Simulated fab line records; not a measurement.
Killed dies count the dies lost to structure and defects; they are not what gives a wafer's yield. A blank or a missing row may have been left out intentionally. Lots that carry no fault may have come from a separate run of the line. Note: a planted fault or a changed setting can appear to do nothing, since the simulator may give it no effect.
Chamber matching || flow n5-finfet || N5_BEOL_M14_STRIP_37 on rie-diel-04: 4 sister chambers
The step strips in O2. 22 wafers are shown with their chamber, then 11 later ones without.

== WAFERS PAIRED WITH THEIR CHAMBERS ==
{"wafer": "L076.1", "chamber": 3, "drypump-motor-current-A (A)": 4.9, "showerhead-plenum-p-Torr (Torr)": 1.98, "throttle-valve-pct (%)": 16.67}
{"wafer": "L076.4", "chamber": 2, "drypump-motor-current-A (A)": 5.5, "showerhead-plenum-p-Torr (Torr)": 2.03, "throttle-valve-pct (%)": 16.47}
{"wafer": "L076.6", "chamber": 1, "drypump-motor-current-A (A)": 5.4, "showerhead-plenum-p-Torr (Torr)": 2.04, "throttle-valve-pct (%)": 16.64}
{"wafer": "L075.2", "chamber": 3, "drypump-motor-current-A (A)": 4.9, "showerhead-plenum-p-Torr (Torr)": 1.98, "throttle-valve-pct (%)": 16.68}
{"wafer": "L075.5", "chamber": 1, "drypump-motor-current-A (A)": 5.4, "showerhead-plenum-p-Torr (Torr)": 2.04, "throttle-valve-pct (%)": 16.62}
{"wafer": "L075.6", "chamber": 3, "drypump-motor-current-A (A)": 4.9, "showerhead-plenum-p-Torr (Torr)": 1.98, "throttle-valve-pct (%)": 16.69}
{"wafer": "L078.1", "chamber": 3, "drypump-motor-current-A (A)": 4.9, "showerhead-plenum-p-Torr (Torr)": 1.98, "throttle-valve-pct (%)": 16.68}
{"wafer": "L078.2", "chamber": 2, "drypump-motor-current-A (A)": 5.5, "showerhead-plenum-p-Torr (Torr)": 2.03, "throttle-valve-pct (%)": 16.46}
{"wafer": "L078.3", "chamber": 0, "drypump-motor-current-A (A)": 6.1, "showerhead-plenum-p-Torr (Torr)": 2.03, "throttle-valve-pct (%)": 16.30}
{"wafer": "L080.2", "chamber": 2, "drypump-motor-current-A (A)": 5.5, "showerhead-plenum-p-Torr (Torr)": 2.03, "throttle-valve-pct (%)": 16.49}
{"wafer": "L080.4", "chamber": 3, "drypump-motor-current-A (A)": 4.9, "showerhead-plenum-p-Torr (Torr)": 1.98, "throttle-valve-pct (%)": 16.68}
{"wafer": "L080.5", "chamber": 3, "drypump-motor-current-A (A)": 4.9, "showerhead-plenum-p-Torr (Torr)": 1.98, "throttle-valve-pct (%)": 16.73}
{"wafer": "L079.2", "chamber": 3, "drypump-motor-current-A (A)": 4.9, "showerhead-plenum-p-Torr (Torr)": 1.98, "throttle-valve-pct (%)": 16.71}
{"wafer": "L079.4", "chamber": 1, "drypump-motor-current-A (A)": 5.4, "showerhead-plenum-p-Torr (Torr)": 2.04, "throttle-valve-pct (%)": 16.65}
{"wafer": "L079.6", "chamber": 2, "drypump-motor-current-A (A)": 5.4, "showerhead-plenum-p-Torr (Torr)": 2.03, "throttle-valve-pct (%)": 16.49}
{"wafer": "L082.1", "chamber": 1, "drypump-motor-current-A (A)": 5.4, "showerhead-plenum-p-Torr (Torr)": 2.04, "throttle-valve-pct (%)": 16.62}
{"wafer": "L082.4", "chamber": 2, "drypump-motor-current-A (A)": 5.5, "showerhead-plenum-p-Torr (Torr)": 2.03, "throttle-valve-pct (%)": 16.44}
{"wafer": "L082.5", "chamber": 1, "drypump-motor-current-A (A)": 5.4, "showerhead-plenum-p-Torr (Torr)": 2.04, "throttle-valve-pct (%)": 16.65}
{"wafer": "L085.3", "chamber": 1, "drypump-motor-current-A (A)": 5.4, "showerhead-plenum-p-Torr (Torr)": 2.03, "throttle-valve-pct (%)": 16.68}
{"wafer": "L085.4", "chamber": 2, "drypump-motor-current-A (A)": 5.5, "showerhead-plenum-p-Torr (Torr)": 2.03, "throttle-valve-pct (%)": 16.49}
{"wafer": "L085.5", "chamber": 1, "drypump-motor-current-A (A)": 5.4, "showerhead-plenum-p-Torr (Torr)": 2.03, "throttle-valve-pct (%)": 16.70}
{"wafer": "L091.1", "chamber": 0, "drypump-motor-current-A (A)": 6.1, "showerhead-plenum-p-Torr (Torr)": 2.03, "throttle-valve-pct (%)": 16.34}

SIGNATURES (averages over the wafers above)
{"reading": "drypump-motor-current-A", "chamber 0": 6.100, "chamber 1": 5.400, "chamber 2": 5.483, "chamber 3": 4.900, "scatter within a chamber": 0.0215}
{"reading": "showerhead-plenum-p-Torr", "chamber 0": 2.0300, "chamber 1": 2.0371, "chamber 2": 2.0300, "chamber 3": 1.9800, "scatter within a chamber": 0.00282}
{"reading": "throttle-valve-pct", "chamber 0": 16.3200, "chamber 1": 16.6514, "chamber 2": 16.4733, "chamber 3": 16.6914, "scatter within a chamber": 0.0246}
Rule: distance of a wafer from a chamber = root of the sum over the readings of ((wafer's reading minus chamber's mean) / reading's scatter) squared. If the next closest chamber is less than 2 further off than the closest, the wafer can't be placed; otherwise it belongs to the closest. The scatter: the root of (the sum of the squares of (reading less its chamber's mean) over the shown wafers, divided by (wafers less chambers)).

== WAFERS WITHOUT THEIR CHAMBER ==
{"wafer": "L091.3", "drypump-motor-current-A (A)": 5.4, "showerhead-plenum-p-Torr (Torr)": 2.03, "throttle-valve-pct (%)": 16.73}
{"wafer": "L091.6", "drypump-motor-current-A (A)": 5.4, "showerhead-plenum-p-Torr (Torr)": 2.03, "throttle-valve-pct (%)": 16.72}
{"wafer": "L093.2", "drypump-motor-current-A (A)": 5.5, "showerhead-plenum-p-Torr (Torr)": 2.02, "throttle-valve-pct (%)": 16.58}
{"wafer": "L093.3", "drypump-motor-current-A (A)": 5.4, "showerhead-plenum-p-Torr (Torr)": 2.03, "throttle-valve-pct (%)": 16.76}
{"wafer": "L093.5", "drypump-motor-current-A (A)": 6.0, "showerhead-plenum-p-Torr (Torr)": 2.02, "throttle-valve-pct (%)": 16.37}
{"wafer": "L095.1", "drypump-motor-current-A (A)": 4.9, "showerhead-plenum-p-Torr (Torr)": 1.97, "throttle-valve-pct (%)": 16.75}
{"wafer": "L095.3", "drypump-motor-current-A (A)": 5.4, "showerhead-plenum-p-Torr (Torr)": 2.03, "throttle-valve-pct (%)": 16.72}
{"wafer": "L095.6", "drypump-motor-current-A (A)": 5.4, "showerhead-plenum-p-Torr (Torr)": 2.03, "throttle-valve-pct (%)": 16.69}
{"wafer": "L096.2", "drypump-motor-current-A (A)": 5.5, "showerhead-plenum-p-Torr (Torr)": 2.02, "throttle-valve-pct (%)": 16.54}
{"wafer": "L096.3", "drypump-motor-current-A (A)": 6.0, "showerhead-plenum-p-Torr (Torr)": 2.02, "throttle-valve-pct (%)": 16.35}
{"wafer": "L096.5", "drypump-motor-current-A (A)": 5.4, "showerhead-plenum-p-Torr (Torr)": 2.03, "throttle-valve-pct (%)": 16.74}

== WHICH CHAMBER EACH WENT THROUGH ==
{"wafer": "L091.3", "from the rows above": 1, "in truth": 1}
{"wafer": "L091.6", "from the rows above": 1, "in truth": 1}
{"wafer": "L093.2", "from the rows above": 2, "in truth": 2}
{"wafer": "L093.3", "from the rows above": 1, "in truth": 1}
{"wafer": "L093.5", "from the rows above": 0, "in truth": 0}
{"wafer": "L095.1", "from the rows above": 3, "in truth": 3}
{"wafer": "L095.3", "from the rows above": 1, "in truth": 1}
{"wafer": "L095.6", "from the rows above": 1, "in truth": 1}
{"wafer": "L096.2", "from the rows above": 2, "in truth": 2}
{"wafer": "L096.3", "from the rows above": 0, "in truth": 0}
{"wafer": "L096.5", "from the rows above": 1, "in truth": 1}
11 of 11 placed correctly. Left unplaced by these rows: 0. Placed wrongly: 0.
